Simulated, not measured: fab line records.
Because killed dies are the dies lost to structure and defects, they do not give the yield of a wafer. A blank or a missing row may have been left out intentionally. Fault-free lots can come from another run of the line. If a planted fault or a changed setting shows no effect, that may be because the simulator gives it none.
Matching of chambers -- flow nand harc -- 4 sister chambers for NHARC_A_STAIRCASE_ALD_415 on ald hk-01
The step deposits SiO2, target thk 30 nm, pulse time 6 s, ald cycles 300. 27 wafers are shown with their chamber, then 12 later ones without.

== WAFERS PAIRED WITH THEIR CHAMBERS ==
wafer,chamber,heater power w (W),precursor pulse height rel
L076.1,0,518,0.978
L076.2,1,477,1.017
L076.5,0,532,0.983
L078.1,1,481,0.984
L078.3,0,512,0.963
L078.5,1,497,1.022
L080.3,0,525,1.004
L080.4,1,482,0.996
L080.5,0,527,1.017
L082.1,3,453,0.991
L082.4,1,496,0.970
L082.6,0,523,1.018
L082.2,0,501,1.008
L082.3,2,432,1.006
L082.5,3,447,1.039
L085.1,0,521,0.996
L085.2,2,432,1.003
L085.6,3,457,1.028
L086.1,0,520,0.991
L086.3,1,480,0.994
L086.6,0,541,0.999
L087.3,3,453,1.007
L087.4,1,496,1.017
L087.5,3,451,1.003
L089.1,1,482,0.989
L089.2,3,445,1.030
L089.5,3,457,0.985

SIGNATURES (means of the wafers above)
reading,chamber 0,chamber 1,chamber 2,chamber 3,scatter within a chamber
heater power w,522.00,486.38,432.00,451.86,8.54
precursor pulse height rel,0.99570,0.99862,1.00450,1.01186,0.0183
Rule: for each reading, subtract the chamber's mean from the wafer's reading, divide by that reading's scatter and square the result; add these up over the readings and take the root, which gives the wafer's distance from the chamber. If the next closest chamber is less than 2 further off than the closest, the wafer can't be placed; otherwise it belongs to the closest. The scatter: the root of (the sum of the squares of (reading less its chamber's mean) over the shown wafers, divided by (wafers less chambers)).

== WAFERS MISSING THEIR CHAMBER ==
wafer,heater power w (W),precursor pulse height rel
L092.1,497,1.005
L092.3,464,1.008
L092.5,538,1.006
L093.3,444,0.995
L093.5,452,1.009
L093.6,523,0.971
L095.2,490,0.998
L095.4,437,0.996
L095.5,458,1.007
L096.1,505,0.987
L096.3,452,1.006
L096.4,434,1.016

== CHAMBER TAKEN BY EACH ==
wafer,from the rows above,in truth
L092.1,can't be placed: 1 or 0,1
L092.3,can't be placed: 3 or 1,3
L092.5,0,0
L093.3,can't be placed: 3 or 2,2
L093.5,3,3
L093.6,0,0
L095.2,1,1
L095.4,can't be placed: 2 or 3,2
L095.5,3,3
L096.1,can't be placed: 0 or 1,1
L096.3,3,3
L096.4,can't be placed: 2 or 3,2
Correctly placed: 6 of 12. Unplaceable from these rows: 6, with the true chamber sitting among the candidates in 6. 0 placed wrongly.
